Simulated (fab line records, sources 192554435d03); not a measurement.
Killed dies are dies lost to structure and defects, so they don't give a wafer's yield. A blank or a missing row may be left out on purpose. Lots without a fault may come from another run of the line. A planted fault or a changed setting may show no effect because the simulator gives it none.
Split-lot experiment | flow n5_finfet | 7 lots, 21 wafers read, on a route of 1938 steps

THE SPLIT
At N5_BEOL_M9_COAT_64 (time 60 s, resist thk 12 nm), the setting spin_rpm was moved away from the recipe's 1500 rpm on 3 of the 21 wafers read, by -6.1% to +7.8%. The other wafers ran this setting at the recipe's value.

FROM THE SPLIT TO THE READING: what the file shows between them, 8 steps
- N5_BEOL_M9_COAT_22: resist thk 30 nm (also split here: spin_rpm)
- N5_BEOL_M9_EBR_24
- N5_BEOL_M9_SOFTBAKE_23: time 60 s
- N5_BEOL_M9_EXPOSE_25: exposes mask V8
- N5_BEOL_M9_PEB_26: peb time 60 s
- N5_BEOL_M9_DEVELOP_27: develop time 30 s
- N5_BEOL_M9_DESCUM_33: chemistry O2, time 7 s
- N5_BEOL_M9_ETCH_76: etches underlayer in N2/H2, target depth 6.5 nm, time 5.2 s

THE READING
etch.depth_nm (the simulator's own value, which no gauge read), in nm, at N5_BEOL_M9_ETCH_65 (etches SiARC in CF4, target depth 15.6 nm, time 26 s). The file gives no usual value for it. The 18 wafers here that ran the recipe average 12.01 nm, standard deviation 0.031 nm.

wafer  | tool, chamber at the split | spin_rpm as run, rpm | against the recipe | etch.depth_nm, nm | against lot-mates on the recipe
L078.2 | litho_track-02, 0          | 1500                 | recipe             | 12                | -
L078.3 | litho_track-02, 0          | 1500                 | recipe             | 12.01             | -
L078.4 | litho_track-02, 0          | 1500                 | recipe             | 11.99             | -
L083.4 | litho_track-01, 0          | 1500                 | recipe             | 12.01             | -
L083.5 | litho_track-01, 0          | 1500                 | recipe             | 11.99             | -
L083.6 | litho_track-01, 0          | 1500                 | recipe             | 11.99             | -
L085.2 | litho_track-01, 0          | 1409                 | -6.1%              | 12.37             | +0.32
L085.3 | litho_track-01, 0          | 1500                 | recipe             | 12.04             | -
L085.5 | litho_track-01, 0          | 1500                 | recipe             | 12.05             | -
L088.1 | litho_track-01, 0          | 1617                 | +7.8%              | 11.54             | -0.46
L088.2 | litho_track-01, 0          | 1500                 | recipe             | 12.02             | -
L088.3 | litho_track-01, 0          | 1500                 | recipe             | 11.98             | -
L089.4 | litho_track-02, 0          | 1500                 | recipe             | 12.02             | -
L089.6 | litho_track-02, 0          | 1500                 | recipe             | 12.02             | -
L089.5 | litho_track-02, 0          | 1500                 | recipe             | 12.04             | -
L092.2 | litho_track-02, 0          | 1500                 | recipe             | 11.99             | -
L092.3 | litho_track-02, 0          | 1500                 | recipe             | 12.05             | -
L092.6 | litho_track-02, 0          | 1500                 | recipe             | 12.02             | -
L095.2 | litho_track-01, 0          | 1586                 | +5.7%              | 11.64             | -0.30
L095.3 | litho_track-01, 0          | 1500                 | recipe             | 11.93             | -
L095.5 | litho_track-01, 0          | 1500                 | recipe             | 11.95             | -

THE FIT
A straight line over all 21 wafers: etch.depth_nm changes by -0.0608 nm for each +1% of spin_rpm; r = -0.98; the points scatter about the line by 0.031 nm.
The same after taking each lot's own level away (the mean of its wafers on the recipe; 21 wafers): -0.0557 nm for each +1%; r = -0.99; scatter 0.016 nm.
On that fit, the largest move of spin_rpm shifts the reading by 0.43 nm.
The lots' own levels span 11.940 to 12.045 nm, that is 3.4 times the standard deviation above.
So the lot-to-lot level changes the slope little: the two slopes agree.
Check: with one of the wafers moved furthest among these (+7.8%) left out of the fit, the line predicts -0.413 nm for it against its lot-mates. It came out at -0.46 nm against them.

OTHER SPLITS ON THESE WAFERS
These wafers also went through other splits before the reading. Each is held against what the fit with the lots' levels taken away leaves over:
other split on the same wafers | wafers away from the commonest value | r with etch.depth_nm (lot level and that fit taken away)
N5_BEOL_M7_COAT_05 spin_rpm    | 1                                    | +0.30
N5_BEOL_M7_ETCH_41 source_w    | 7                                    | +0.31
N5_BEOL_M9_COAT_22 spin_rpm    | 8                                    | +0.11

THE WHOLE CHAIN: every reading that the file lists as answering this split, in the file's order
step               | what it does                                         | reading                                                                          | change (the file's fit)                | r (the file's)
N5_BEOL_M9_COAT_64 | time 60 s, resist thk 12 nm                          | SiARC_of_BEOL_M9_COAT_64.thk_nm (the simulator's own value, which no gauge read) | -0.0601 nm for each +1% of the setting | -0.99
N5_BEOL_M9_ETCH_65 | etches SiARC in CF4, target depth 15.6 nm, time 26 s | etch.depth_nm (the simulator's own value, which no gauge read)                   | -0.056 nm for each +1% of the setting  | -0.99

THE FILE'S OWN FIT
etch.depth_nm changes by -0.056 nm for each +1% of spin_rpm, r = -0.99.
